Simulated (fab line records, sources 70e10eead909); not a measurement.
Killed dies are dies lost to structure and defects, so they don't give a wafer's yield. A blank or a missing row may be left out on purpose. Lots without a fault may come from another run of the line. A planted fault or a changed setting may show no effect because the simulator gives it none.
Chamber matching | flow nand_harc | NHARC_A_CHANNEL_HOLE_D1_ETCH_38 on rie_diel-05: 4 sister chambers
The step etches the open film in CF4, target depth 39 nm, time 65 s. 16 wafers are shown with their chamber, then 8 later ones without.

WAFERS WITH THEIR CHAMBER
wafer  | chamber | drypump_motor_current_A (A) | showerhead_plenum_p_Torr (Torr) | oes_product_au (a.u.)
L077.1 | 1       | 5.1                         | 1.81                            | 0.999
L077.2 | 3       | 5.8                         | 1.77                            | 1.016
L077.6 | 0       | 5.8                         | 1.78                            | 1.004
L078.3 | 0       | 5.8                         | 1.78                            | 1.003
L078.4 | 1       | 5.1                         | 1.81                            | 1.004
L078.6 | 2       | 5.4                         | 1.80                            | 1.000
L081.4 | 2       | 5.5                         | 1.80                            | 0.998
L081.5 | 3       | 5.8                         | 1.77                            | 1.024
L081.6 | 0       | 5.8                         | 1.78                            | 1.000
L082.1 | 3       | 5.8                         | 1.77                            | 1.016
L082.2 | 2       | 5.5                         | 1.79                            | 1.005
L082.4 | 0       | 5.7                         | 1.78                            | 0.993
L088.2 | 2       | 5.4                         | 1.79                            | 0.998
L088.4 | 0       | 5.8                         | 1.78                            | 0.993
L088.5 | 3       | 5.8                         | 1.77                            | 1.011
L090.1 | 2       | 5.4                         | 1.79                            | 0.992

SIGNATURES (means of the wafers above)
reading                  | chamber 0 | chamber 1 | chamber 2 | chamber 3 | scatter within a chamber
drypump_motor_current_A  | 5.780     | 5.100     | 5.440     | 5.800     | 0.0408
showerhead_plenum_p_Torr | 1.7800    | 1.8100    | 1.7940    | 1.7700    | 0.00316
oes_product_au           | 0.99860   | 1.00150   | 0.99860   | 1.01675   | 0.005
Rule: a wafer's distance from a chamber is the root of the sum, over the readings, of the square of ((its reading less the chamber's mean) divided by the reading's scatter). The wafer belongs to the nearest chamber; if the next one is less than 2 further off, it can't be placed. The scatter: the root of (the sum of the squares of (reading less its chamber's mean) over the shown wafers, divided by (wafers less chambers)).

WAFERS WITHOUT THEIR CHAMBER
wafer  | drypump_motor_current_A (A) | showerhead_plenum_p_Torr (Torr) | oes_product_au (a.u.)
L090.3 | 5.8                         | 1.77                            | 1.020
L090.6 | 5.8                         | 1.77                            | 1.022
L095.1 | 5.4                         | 1.79                            | 0.987
L095.2 | 5.1                         | 1.81                            | 0.987
L095.4 | 5.8                         | 1.78                            | 0.997
L097.1 | 5.5                         | 1.79                            | 0.997
L097.4 | 5.8                         | 1.78                            | 0.999
L097.6 | 5.8                         | 1.77                            | 1.029

WHICH CHAMBER EACH WENT THROUGH
wafer  | from the rows above | in truth
L090.3 | 3                   | 3
L090.6 | 3                   | 3
L095.1 | 2                   | 2
L095.2 | 1                   | 1
L095.4 | 0                   | 0
L097.1 | 2                   | 2
L097.4 | 0                   | 0
L097.6 | 3                   | 3
Placed correctly: 8 of 8. Can't be placed from these rows: 0. Placed wrongly: 0.
